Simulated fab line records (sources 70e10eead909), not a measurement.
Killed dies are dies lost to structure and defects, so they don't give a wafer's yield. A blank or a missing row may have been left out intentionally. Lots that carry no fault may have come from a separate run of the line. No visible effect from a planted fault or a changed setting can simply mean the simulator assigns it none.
Chamber matching    flow nand harc    NHARC_A_M1_CMP_23 on cmp-04: 4 sister chambers
The step polishes, t overpolish 20 s, target thk 154.34 nm. 8 wafers are shown with their chamber, then 7 later ones without.

EACH WAFER AND ITS CHAMBER
wafer   chamber  motor current A (A)  retaining ring pressure frac
L505.2  3        9.8                  0.997
L505.3  1        12.1                 0.999
L505.5  3        9.5                  0.989
L511.1  2        14.2                 0.996
L511.5  0        12.0                 1.004
L511.6  1        12.4                 1.004
L513.3  0        12.1                 1.004
L513.5  2        14.8                 0.998

WAFERS WITHOUT THEIR CHAMBER
wafer   motor current A (A)  retaining ring pressure frac
L513.6  10.3                 0.997
L519.1  11.4                 1.010
L519.2  14.1                 1.005
L519.3  9.7                  1.002
L518.1  10.0                 0.997
L518.3  13.1                 1.004
L518.4  12.4                 1.005

WHICH CHAMBER EACH ONE RAN IN
wafer   from the rows above      in truth
L513.6  3                        3
L519.1  can't be placed: 0 or 1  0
L519.2  2                        2
L519.3  3                        3
L518.1  3                        3
L518.3  can't be placed: 1 or 0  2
L518.4  can't be placed: 1 or 0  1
Placed correctly: 4 of 7. These rows do not allow placing 3 (true chamber among the candidates in 2). 0 placed wrongly.
How it was worked out, from the rows above alone: a wafer's distance from a chamber is the root of the sum, over the readings, of the square of ((its reading less the chamber's mean) divided by the reading's scatter). If the next closest chamber is less than 2 further off than the closest, the wafer can't be placed; otherwise it belongs to the closest. For every chamber, the mean is computed from those of its wafers that are shown. How the scatter is found: for the shown wafers, subtract from each reading the mean of its chamber, square and add these, divide the total by (wafers less chambers), then take the root.
